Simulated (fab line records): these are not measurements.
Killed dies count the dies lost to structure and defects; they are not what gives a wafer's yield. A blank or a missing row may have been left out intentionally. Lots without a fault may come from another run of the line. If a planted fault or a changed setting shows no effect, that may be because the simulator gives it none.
Matching of chambers || flow n5_finfet || N5_BEOL_M3_STRIP_36 on rie_diel-06: 3 sister chambers
The step strips in N2/H2. 3 wafers are shown with their chamber, then 10 later ones without.

== WAFERS WITH THEIR CHAMBER ==
{"wafer": "L089.2", "chamber": 1, "showerhead_plenum_p_Torr (Torr)": 2.39}
{"wafer": "L076.3", "chamber": 0, "showerhead_plenum_p_Torr (Torr)": 2.48}
{"wafer": "L076.4", "chamber": 3, "showerhead_plenum_p_Torr (Torr)": 2.41}

== WAFERS WITHOUT THEIR CHAMBER ==
{"wafer": "L076.6", "showerhead_plenum_p_Torr (Torr)": 2.39}
{"wafer": "L091.2", "showerhead_plenum_p_Torr (Torr)": 2.39}
{"wafer": "L091.5", "showerhead_plenum_p_Torr (Torr)": 2.47}
{"wafer": "L091.6", "showerhead_plenum_p_Torr (Torr)": 2.41}
{"wafer": "L095.2", "showerhead_plenum_p_Torr (Torr)": 2.38}
{"wafer": "L095.5", "showerhead_plenum_p_Torr (Torr)": 2.41}
{"wafer": "L095.6", "showerhead_plenum_p_Torr (Torr)": 2.47}
{"wafer": "L097.1", "showerhead_plenum_p_Torr (Torr)": 2.38}
{"wafer": "L097.5", "showerhead_plenum_p_Torr (Torr)": 2.38}
{"wafer": "L097.6", "showerhead_plenum_p_Torr (Torr)": 2.47}

== WHICH CHAMBER EACH WENT THROUGH ==
{"wafer": "L076.6", "from the rows above": 1, "in truth": 1}
{"wafer": "L091.2", "from the rows above": 1, "in truth": 1}
{"wafer": "L091.5", "from the rows above": 0, "in truth": 0}
{"wafer": "L091.6", "from the rows above": 3, "in truth": 3}
{"wafer": "L095.2", "from the rows above": 1, "in truth": 1}
{"wafer": "L095.5", "from the rows above": 3, "in truth": 3}
{"wafer": "L095.6", "from the rows above": 0, "in truth": 0}
{"wafer": "L097.1", "from the rows above": 1, "in truth": 1}
{"wafer": "L097.5", "from the rows above": 1, "in truth": 1}
{"wafer": "L097.6", "from the rows above": 0, "in truth": 0}
Correct placement for 10 of the 10. Left unplaced by these rows: 0. 0 placed wrongly.
How it was worked out, from the rows above alone: a wafer's distance from a chamber is the root of the sum, over the readings, of the square of ((its reading less the chamber's mean) divided by the reading's scatter). If the next closest chamber is less than 2 further off than the closest, the wafer can't be placed; otherwise it belongs to the closest. Each chamber's mean is taken over the wafers shown for it. The scatter: root of mean squared gap, hidden wafer to nearest shown wafer, with one shown wafer a chamber.
